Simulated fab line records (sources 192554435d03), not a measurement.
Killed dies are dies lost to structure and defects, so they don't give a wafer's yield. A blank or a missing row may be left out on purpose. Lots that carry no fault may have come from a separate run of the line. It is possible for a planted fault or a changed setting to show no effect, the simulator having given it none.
fab line records + flow n5-finfet
record
- lots=6
- wafers=16
- last-day=17
route steps=1938 shown BEOL_M12@1636
lots that met no fault: taken from a fault-free run of the same line
start-h: the number of hours between the record's first day and the start of the first shown wafer of the lot + wait-h: hours since the lot's step before + " repeats the value in the row above + L1.1+2: one row covering several wafers at once + - no value, or no start given + * or withheld: withheld + < > ~ a bound
route shown NAME@n: NAME is a module with steps in the file, n the number in the route of the first one + usual: the fault-free wafers' mean and standard deviation + same: alike in all rows + chamber/n: place in a boat + sites: readings site by site + _std_site: standard deviation of those values + _edge_site: mean of outer sites minus mean of inner sites + radius-mm: how far each site lies from the wafer's centre + mask NAME#n: copy n + behind: the tool/chamber that last shaped the wafer + hold: what put the lot on hold/how long, in hours/how the hold closed + device: which transistor (n, p or np) failed to switch + end of line: the tests these same wafers got at the end of their route + a step given without rows: its recipe and nothing more + killed: the dies lost at the first sort to structure and to defects; this is not the yield of the wafer + map: shows each die of a wafer: x if killed, . if not, _ if none is there
set.NAME: the setting as run; set.NAME@STEP: as run at that earlier step + model.NAME: the simulator's own value behind a step, which no gauge read
lots at some steps of the route; a table a step, a row a wafer
services: when a tool's chamber went out of use (start-h, in hours from the record's first day, below 0 if earlier), for how many hours, and the reason
## steps
# step N5_BEOL_M12_ETCH_67
# recipe
- chemistry=CF4
- target=SiARC
- target-depth-a=1430
- time-s=238.3
- ion-energy-ev=80
- pressure-mtorr=40
- source-w=545
- bias-w=36
- Ar_flow_sccm=100
- cf4-flow-sccm=100
- ends=cleared
# step N5_BEOL_M12_ETCH_68
# recipe
- chemistry=N2/H2
- target=SOC
- mask-material=SiARC
- source-w=3000
- bias-w=350
- temp-c=40
- time-s=285
- ion-energy-ev=200
- pressure-mtorr=30
- n2-flow-sccm=200
- h2-flow-sccm=200
# usual
- drypump-motor-current-A=5.8/0.38
- oes-product-au=0.84/0.077
- rf-vpp-V=524.4/2.7
- showerhead-plenum-p-Torr=2.56/0.097
- throttle-valve-pct=17.75/0.19
| lot.wafer | tool        | chamber | start-h | wait-h | drypump-motor-current-A | oes-product-au | rf-hours-counter-h | rf-vpp-V | showerhead-plenum-p-Torr | throttle-valve-pct |
|-----------|-------------|---------|---------|--------|-------------------------|----------------|--------------------|----------|--------------------------|--------------------|
| L285.1    | rie-diel-02 | 3       | 246.68  | 0.1    | 6.6                     | 0.76           | 122                | 526.4    | 2.66                     | 17.63              |
| L285.3    | "           | 2       | "       | "      | 5.7                     | 0.73           | 158                | 520.8    | 2.44                     | 18.00              |
| L285.4    | "           | 1       | "       | "      | 5.6                     | 0.89           | 33                 | 522.6    | 2.50                     | 17.57              |
| L289.1    | rie-diel-05 | 3       | 283.30  | 0.1    | 5.7                     | 0.87           | 51                 | 522.6    | 2.48                     | 17.64              |
| L289.5    | "           | 1       | "       | "      | 5.4                     | 0.91           | -                  | 522.8    | 2.48                     | 17.66              |
| L289.6    | "           | 0       | "       | "      | 5.7                     | 0.81           | -                  | 527.5    | 2.68                     | 18.19              |
| L294.1    | rie-diel-05 | 2       | 309.93  | 0.1    | 6.0                     | 0.89           | 19                 | 525.7    | 2.60                     | 17.70              |
| L294.6    | "           | 3       | "       | "      | 5.7                     | 0.85           | -                  | 523.0    | 2.47                     | 17.67              |
| L300.2    | rie-diel-02 | 3       | 350.02  | 0.1    | 6.6                     | 0.72           | 160                | 526.4    | 2.65                     | 17.70              |
| L300.4    | "           | 2       | "       | "      | 5.7                     | 0.71           | 195                | 521.2    | 2.42                     | 18.06              |
| L303.1    | rie-diel-06 | 3       | 367.85  | 0.1    | 5.6                     | 0.85           | 58                 | 521.8    | 2.47                     | 17.74              |
| L303.3    | "           | 0       | "       | "      | 5.7                     | 0.84           | 72                 | 528.3    | 2.68                     | 17.73              |
| L303.5    | "           | 2       | "       | "      | 6.3                     | 0.83           | -                  | 526.8    | 2.69                     | 17.57              |
| L304.1    | rie-diel-05 | 2       | 370.85  | 0.1    | 6.0                     | 0.86           | 38                 | 526.4    | 2.59                     | 17.71              |
| L304.2    | "           | 3       | "       | "      | 5.7                     | 0.82           | 80                 | 522.3    | 2.47                     | 17.71              |
| L304.3    | "           | 1       | "       | "      | 5.5                     | 0.86           | 70                 | 521.8    | 2.47                     | 17.72              |
# step N5_BEOL_M12_STRIP_69
# recipe
- chemistry=N2/H2
- temp-c=40
- n2-flow-sccm=200
- h2-flow-sccm=200
- rf-frequency-hz=6e+07
# step N5_BEOL_M12_TRENCH_ETCH_34
# recipe
- chemistry=C4F8/O2/Ar
- target=SiOC
- target-depth-a=3189.5
- mask-material=SOC
- pressure-mtorr=30
- source-w=3000
- bias-w=700
- Ar_flow_sccm=400
- C4F8_flow_sccm=15
- O2_flow_sccm=8
- he-inner-torr=15
- he-outer-torr=30
- time-s=125.5
- ion-energy-ev=250
# step N5_BEOL_M12_STRIP_70
# recipe
- chemistry=C4F8/O2/Ar
- resist=SiARC
- rf-frequency-hz=6e+07
# step N5_BEOL_M12_OCD_MEAS_35
# usual
- trench-depth-nm=320/3.5
| lot.wafer | tool   | chamber | start-h | wait-h | trench-depth-nm |
|-----------|--------|---------|---------|--------|-----------------|
| L285.1    | ocd-02 | -       | 247.02  | 0.0    | 312             |
| L285.3    | "      | -       | "       | "      | 313             |
| L285.4    | "      | -       | "       | "      | 312             |
| L289.1    | ocd-02 | -       | 283.63  | 0.0    | 323             |
| L289.5    | "      | -       | "       | "      | 323             |
| L289.6    | "      | -       | "       | "      | 322             |
| L294.1    | ocd-01 | -       | 310.26  | 0.0    | 325             |
| L294.6    | "      | -       | "       | "      | 322             |
| L300.2    | ocd-02 | -       | 350.36  | 0.0    | 319             |
| L300.4    | "      | -       | "       | "      | 318             |
| L303.1    | ocd-01 | -       | 368.20  | 0.0    | 317             |
| L303.3    | "      | -       | "       | "      | 315             |
| L303.5    | "      | -       | "       | "      | 316             |
| L304.1    | ocd-01 | -       | 371.19  | 0.0    | 325             |
| L304.2    | "      | -       | "       | "      | 323             |
| L304.3    | "      | -       | "       | "      | 326             |
# step N5_BEOL_M12_STRIP_37
# recipe
- chemistry=N2/H2
- power-w=1000
- temp-c=250
- h2-frac=0.65
- overash-fraction=0.3
- pressure-mtorr=withheld
- n2-flow-sccm=1750
- h2-flow-sccm=3250
# usual
- drypump-motor-current-A=5.6/0.45
- heater-power-w=312/39
- oes-product-au=0.788/0.0099
| lot.wafer | tool            | chamber | start-h | wait-h | drypump-motor-current-A | heater-power-w | oes-product-au | rf-hours-counter-h |
|-----------|-----------------|---------|---------|--------|-------------------------|----------------|----------------|--------------------|
| L285.1    | plasma-asher-02 | 1       | 247.06  | 0.0    | 6.0                     | 307            | 0.778          | 74                 |
| L285.3    | "               | 0       | "       | "      | 5.3                     | 387            | 0.816          | -                  |
| L285.4    | "               | 1       | "       | "      | 6.0                     | 300            | 0.770          | -                  |
| L289.1    | plasma-asher-02 | 0       | 283.67  | 0.0    | 5.3                     | 391            | 0.793          | 79                 |
| L289.5    | "               | 1       | "       | "      | 5.9                     | 304            | 0.789          | -                  |
| L289.6    | "               | 0       | "       | "      | 5.3                     | 384            | 0.802          | -                  |
| L294.1    | plasma-asher-02 | 0       | 310.30  | 0.0    | 5.3                     | 393            | 0.787          | 85                 |
| L294.6    | "               | 0       | "       | "      | 5.3                     | 386            | 0.795          | -                  |
| L300.2    | plasma-asher-01 | 0       | 350.40  | 0.0    | 5.1                     | 295            | 0.790          | 139                |
| L300.4    | "               | 1       | "       | "      | 6.2                     | 290            | 0.782          | -                  |
| L303.1    | plasma-asher-02 | 0       | 368.25  | 0.0    | 5.3                     | 390            | 0.791          | 95                 |
| L303.3    | "               | 1       | "       | "      | 5.9                     | 307            | 0.792          | -                  |
| L303.5    | "               | 0       | "       | "      | 5.3                     | 392            | 0.785          | -                  |
| L304.1    | plasma-asher-01 | 1       | 371.23  | 0.0    | 6.2                     | 283            | 0.774          | 143                |
| L304.2    | "               | 0       | "       | "      | 5.1                     | 294            | 0.786          | 143                |
| L304.3    | "               | 1       | "       | "      | 6.2                     | 288            | 0.788          | -                  |
# step N5_BEOL_M12_ETCH_38
# recipe
- chemistry=CF4/N2
- target=SiCN
- target-depth-a=687
- taper-deg=2
- time-s=73.4
- ion-energy-ev=150
- mask-material=SiO2
- pressure-mtorr=40
- source-w=430
- bias-w=70
- Ar_flow_sccm=100
- cf4-flow-sccm=60
- n2-flow-sccm=60
# step N5_BEOL_M12_PRECLEAN_39
# recipe
- chemistry=residue-remover
- time-s=60
- temp-c=40
# step N5_BEOL_M12_SRD_40
# recipe
- time-s=30
- temp-c=23
- rinse-liquid=diw
- dry=n2-spin
- spin-rpm=1500
- dry-time-s=30
# step N5_BEOL_M12_DEGAS_41
# recipe
- ambient=vacuum
- temp-c=250
- time-s=60
# usual
- heater-power-w=346/40
- susceptor-temp-C=250.02/0.19
| lot.wafer | tool           | chamber | start-h | wait-h | heater-power-w | susceptor-temp-C |
|-----------|----------------|---------|---------|--------|----------------|------------------|
| L285.1    | pvd-sputter-01 | -       | 247.64  | 0.3    | 333            | 250.00           |
| L285.3    | "              | -       | "       | "      | 364            | 250.08           |
| L285.4    | "              | -       | "       | "      | 364            | 250.07           |
| L289.1    | pvd-sputter-02 | -       | 284.38  | 0.4    | 343            | 249.88           |
| L289.5    | "              | -       | "       | "      | 338            | 249.95           |
| L289.6    | "              | -       | "       | "      | 337            | 249.93           |
| L294.1    | pvd-sputter-01 | -       | 310.67  | 0.1    | 363            | 249.85           |
| L294.6    | "              | -       | "       | "      | 355            | 249.80           |
| L300.2    | pvd-sputter-01 | -       | 352.65  | 0.2    | 333            | 250.31           |
| L300.4    | "              | -       | "       | "      | 338            | 250.34           |
| L303.1    | pvd-sputter-03 | -       | 368.91  | 0.4    | 352            | 250.13           |
| L303.3    | "              | -       | "       | "      | 404            | 250.11           |
| L303.5    | "              | -       | "       | "      | 480            | 250.05           |
| L304.1    | pvd-sputter-02 | -       | 371.56  | 0.1    | 347            | 250.15           |
| L304.2    | "              | -       | "       | "      | 346            | 250.33           |
| L304.3    | "              | -       | "       | "      | 278            | 250.16           |
# step N5_BEOL_M12_PRE_CLEAN_42
# recipe
- gas=H2/He
- time-s=30
- temp-c=250
# usual
- heater-power-w=347/39
- susceptor-temp-C=249.98/0.17
| lot.wafer | tool           | chamber | start-h | wait-h | heater-power-w | susceptor-temp-C |
|-----------|----------------|---------|---------|--------|----------------|------------------|
| L285.1    | pvd-sputter-01 | -       | 247.68  | 0.0    | 338            | 250.41           |
| L285.3    | "              | -       | "       | "      | 367            | 249.94           |
| L285.4    | "              | -       | "       | "      | 362            | 250.01           |
| L289.1    | pvd-sputter-02 | -       | 284.42  | 0.0    | 351            | 250.15           |
| L289.5    | "              | -       | "       | "      | 344            | 249.92           |
| L289.6    | "              | -       | "       | "      | 341            | 250.16           |
| L294.1    | pvd-sputter-01 | -       | 310.71  | 0.0    | 371            | 249.90           |
| L294.6    | "              | -       | "       | "      | 370            | 249.80           |
| L300.2    | pvd-sputter-01 | -       | 352.69  | 0.0    | 336            | 249.82           |
| L300.4    | "              | -       | "       | "      | 337            | 249.82           |
| L303.1    | pvd-sputter-03 | -       | 368.95  | 0.0    | 343            | 250.25           |
| L303.3    | "              | -       | "       | "      | 406            | 250.05           |
| L303.5    | "              | -       | "       | "      | 465            | 250.27           |
| L304.1    | pvd-sputter-02 | -       | 371.60  | 0.0    | 343            | 249.87           |
| L304.2    | "              | -       | "       | "      | 349            | 250.15           |
| L304.3    | "              | -       | "       | "      | 285            | 250.18           |
# step N5_BEOL_M12_SPUTTER_43
# recipe
- material=TaN
- target-thk-a=150
- temp-c=50
- bias-v=168.6
- power-w=15000
- chamber-pressure-pa=0.12
- time-s=24.19
# usual
- chamber-pressure-pa=0.12001/0.00025
- susceptor-temp-C=49.99/0.11
- throttle-valve-pct=29.9/0.61
| lot.wafer | tool           | chamber | start-h | wait-h | chamber-pressure-pa | susceptor-temp-C | throttle-valve-pct | model.TaN_of_BEOL_M12_SPUTTER_43.thk-nm |
|-----------|----------------|---------|---------|--------|---------------------|------------------|--------------------|-----------------------------------------|
| L285.1    | pvd-sputter-01 | -       | 247.72  | 0.0    | 0.11986             | 49.90            | 30.8               | 14.6                                    |
| L285.3    | "              | -       | "       | "      | 0.12012             | 50.10            | 29.9               | 14.6                                    |
| L285.4    | "              | -       | "       | "      | 0.11985             | 49.78            | 30.5               | 14.8                                    |
| L289.1    | pvd-sputter-02 | -       | 284.46  | 0.0    | 0.12058             | 49.87            | 30.4               | 15                                      |
| L289.5    | "              | -       | "       | "      | 0.12035             | 50.07            | 29.0               | 15                                      |
| L289.6    | "              | -       | "       | "      | 0.11996             | 49.83            | 30.5               | 15                                      |
| L294.1    | pvd-sputter-01 | -       | 310.75  | 0.0    | 0.11966             | -                | 30.7               | 10.6                                    |
| L294.6    | "              | -       | "       | "      | 0.12017             | 49.88            | 30.6               | 14.8                                    |
| L300.2    | pvd-sputter-01 | -       | 352.73  | 0.0    | 0.12022             | -                | 30.1               | 10.4                                    |
| L300.4    | "              | -       | "       | "      | 0.12016             | 49.88            | 30.7               | 14.8                                    |
| L303.1    | pvd-sputter-03 | -       | 368.99  | 0.0    | 0.12024             | 50.00            | 29.7               | 15.2                                    |
| L303.3    | "              | -       | "       | "      | 0.1204              | 49.85            | 29.8               | 15.2                                    |
| L303.5    | "              | -       | "       | "      | 0.11971             | 50.13            | 30.3               | 15.2                                    |
| L304.1    | pvd-sputter-02 | -       | 371.64  | 0.0    | 0.11982             | 49.96            | 29.3               | 15.2                                    |
| L304.2    | "              | -       | "       | "      | 0.12007             | 49.91            | 30.6               | 15.2                                    |
| L304.3    | "              | -       | "       | "      | 0.12007             | 49.84            | 30.6               | 15                                      |
# step N5_BEOL_M12_SPUTTER_44
# recipe
- material=Ta
- target-thk-a=100
- temp-c=50
- bias-v=80
- power-w=15000
- chamber-pressure-pa=0.07
- time-s=16.13
# usual
- chamber-pressure-pa=0.06998/0.00012
- susceptor-temp-C=50.00/0.12
- throttle-valve-pct=29.9/0.61
| lot.wafer | tool           | chamber | start-h | wait-h | chamber-pressure-pa | susceptor-temp-C | throttle-valve-pct |
|-----------|----------------|---------|---------|--------|---------------------|------------------|--------------------|
| L285.1    | pvd-sputter-01 | -       | 247.80  | 0.0    | 0.06993             | 50.10            | 30.7               |
| L285.3    | "              | -       | "       | "      | 0.06994             | 50.06            | 30.4               |
| L285.4    | "              | -       | "       | "      | 0.06981             | 50.06            | 30.5               |
| L289.1    | pvd-sputter-02 | -       | 284.54  | 0.0    | 0.06998             | 49.94            | 30.4               |
| L289.5    | "              | -       | "       | "      | 0.06996             | 49.82            | 29.1               |
| L289.6    | "              | -       | "       | "      | 0.06994             | 49.85            | 30.5               |
| L294.1    | pvd-sputter-01 | -       | 310.83  | 0.0    | 0.06993             | 49.68            | 30.4               |
| L294.6    | "              | -       | "       | "      | 0.07001             | 49.96            | 30.6               |
| L300.2    | pvd-sputter-01 | -       | 352.81  | 0.0    | 0.06996             | 50.01            | 29.9               |
| L300.4    | "              | -       | "       | "      | 0.07002             | 49.99            | 30.8               |
| L303.1    | pvd-sputter-03 | -       | 369.07  | 0.0    | 0.06994             | 49.84            | 29.6               |
| L303.3    | "              | -       | "       | "      | 0.07007             | 50.23            | 29.5               |
| L303.5    | "              | -       | "       | "      | 0.06995             | 50.29            | 30.4               |
| L304.1    | pvd-sputter-02 | -       | 371.72  | 0.0    | 0.06995             | 50.30            | 29.4               |
| L304.2    | "              | -       | "       | "      | 0.0699              | 50.04            | 30.2               |
| L304.3    | "              | -       | "       | "      | 0.07008             | 50.07            | 30.3               |
# step N5_BEOL_M12_SPUTTER_45
# recipe
- material=Cu
- target-thk-a=800
- temp-c=-20
- bias-v=60
- power-w=26000
- chamber-pressure-pa=0.13
- time-s=13.33
# step N5_BEOL_M12_ECD_47
# recipe
- material=Cu
- target-thk-a=7200
# step N5_BEOL_M12_ANNEAL_48
# recipe
- temp-c=225
- time-s=90
- ambient=N2
# step N5_BEOL_M12_CMP_49
# recipe
- stop-on=SiOC
- t-overpolish-s=20.6
- down-force-psi=1
- platen-rpm=50
- clearing-platen-down-force-psi=1.5
- clearing-platen-rpm=50
- post-cmp-clean=cu-alkaline
- target-thk-nm=320
- clearing-platen-pad-velocity-m-s=0.99484
- pad-velocity-m-s=0.99484
# usual
- barrier-field-endpoint-s=30.3/0.7
- clearing-platen-rpm=50.003/0.025
- motor-current-A=6.3/0.61
| lot.wafer | tool   | chamber | start-h | wait-h | barrier-field-endpoint-s | clearing-platen-rpm | motor-current-A |
|-----------|--------|---------|---------|--------|--------------------------|---------------------|-----------------|
| L285.1    | cmp-03 | 3       | 248.47  | 0.3    | 30.0                     | 50.008              | 6.1             |
| L285.3    | "      | 0       | "       | "      | 29.6                     | 50.099              | 6.9             |
| L285.4    | "      | 1       | "       | "      | 29.4                     | 49.984              | 7.2             |
| L289.1    | cmp-01 | 3       | 285.22  | 0.3    | 30.1                     | 49.991              | 6.7             |
| L289.5    | "      | 2       | "       | "      | 30.0                     | 49.985              | 6.3             |
| L289.6    | "      | 3       | "       | "      | 30.6                     | 50.043              | 6.4             |
| L294.1    | cmp-03 | 0       | 313.73  | 0.3    | 25.3                     | 49.995              | 6.3             |
| L294.6    | "      | 0       | "       | "      | 30.1                     | 49.981              | 7.0             |
| L300.4    | cmp-01 | 3       | 356.46  | 0.2    | 29.9                     | 50.004              | 6.6             |
| L300.2    | "      | 0       | "       | "      | 23.9                     | 49.979              | 5.4             |
| L303.3    | cmp-03 | 1       | 372.14  | 0.2    | 29.5                     | 50.014              | 7.3             |
| L303.1    | "      | 2       | "       | "      | 30.6                     | 50.034              | 6.0             |
| L303.5    | "      | 3       | "       | "      | 30.9                     | 49.987              | 5.6             |
| L304.1    | cmp-01 | 2       | 375.15  | 0.3    | 30.8                     | 49.976              | 6.4             |
| L304.2    | "      | 3       | "       | "      | 30.3                     | 49.966              | 6.6             |
| L304.3    | "      | 0       | "       | "      | 30.2                     | 50.021              | 5.3             |
# step N5_BEOL_M12_THK_MEAS_50
# recipe
- thk-meas-gauge=xrf
- reads=Cu_of_BEOL_M12_ECD_47
# usual
- M12_THK=323/4.4
| lot.wafer | tool          | chamber | start-h | wait-h | M12_THK[nm] |
|-----------|---------------|---------|---------|--------|-------------|
| L285.1    | film-metro-02 | -       | 248.73  | -      | 316         |
| L285.3    | "             | -       | "       | "      | 316         |
| L285.4    | "             | -       | "       | "      | 316         |
| L289.1    | film-metro-01 | -       | 285.47  | -      | 329         |
| L289.5    | "             | -       | "       | "      | 329         |
| L289.6    | "             | -       | "       | "      | 328         |
| L294.1    | film-metro-02 | -       | 314.03  | -      | 332         |
| L294.6    | "             | -       | "       | "      | 324         |
| L300.2    | film-metro-01 | -       | 356.72  | -      | 331         |
| L300.4    | "             | -       | "       | "      | 326         |
| L303.1    | film-metro-01 | -       | 372.35  | -      | 326         |
| L303.3    | "             | -       | "       | "      | 320         |
| L303.5    | "             | -       | "       | "      | 323         |
| L304.1    | film-metro-02 | -       | 375.45  | -      | 326         |
| L304.2    | "             | -       | "       | "      | 321         |
| L304.3    | "             | -       | "       | "      | 326         |
## services
| tool            | chamber | start-h | hours | kind                           |
|-----------------|---------|---------|-------|--------------------------------|
| rie-diel-02     | 2       | 225.20  | 7.3   | repair                         |
| cmp-03          | -       | 233.03  | 3.6   | repair                         |
| rie-diel-05     | 2       | 242.36  | -     | clean                          |
| rie-diel-05     | 2       | 242.36  | -     | consumable-replace:focus-ring  |
| rie-diel-05     | 2       | 242.36  | 19.9  | scheduled-down                 |
| rie-diel-05     | 2       | 242.36  | 19.9  | vent-cycle                     |
| plasma-asher-02 | -       | 260.71  | 14.6  | pm                             |
| cmp-03          | -       | 261.61  | 0.8   | repair                         |
| rie-diel-06     | -       | 265.39  | 0.7   | repair                         |
| rie-diel-06     | -       | 270.83  | 0.2   | repair                         |
| rie-diel-02     | 0       | 279.12  | 2.5   | repair                         |
| cmp-03          | -       | 283.57  | 4.8   | pm                             |
| rie-diel-06     | 2       | 288.40  | 8.9   | repair                         |
| plasma-asher-01 | -       | 299.05  | 0.9   | repair                         |
| rie-diel-06     | 1       | 304.37  | 12.7  | repair                         |
| rie-diel-02     | 2       | 312.47  | 4.1   | repair                         |
| rie-diel-06     | 1       | 329.10  | -     | clean                          |
| rie-diel-06     | 1       | 329.10  | -     | consumable-replace:focus-ring  |
| rie-diel-06     | 1       | 329.10  | 14.7  | scheduled-down                 |
| rie-diel-06     | 1       | 329.10  | 14.7  | vent-cycle                     |
| cmp-01          | -       | 331.80  | 4.0   | pm                             |
| cmp-01          | -       | 335.80  | -     | consumable-replace:conditioner |
| cmp-01          | -       | 335.80  | -     | consumable-replace:pad         |
| rie-diel-05     | 0       | 342.72  | 3.9   | repair                         |
## key
first-sign
- step=N5_BEOL_M12_CMP_49
- reading=barrier-field-endpoint-s
- direction=down
- sigmas=8.3
- usual=30.3
- struck=24.6
effect none on later readings
model-effect
- step=N5_BEOL_M12_SPUTTER_43
- value=TaN_of_BEOL_M12_SPUTTER_43.thk-nm
- without=14.8
- struck=10.5
met-at N5_BEOL_M12_SPUTTER_43
struck-wafers L294.1,L300.2
onset-between 247.72 310.75
fault
- kind=process-parameter-drift
- tool=pvd-sputter-01
- chamber=-
- onset-h=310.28
- steps=N5_BEOL_M12_SPUTTER_43
- channel=time-s
- offset=*
- shape=step
- end-h=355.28
- scope=struck-wafers-only
- acts-in=*
- stated=*
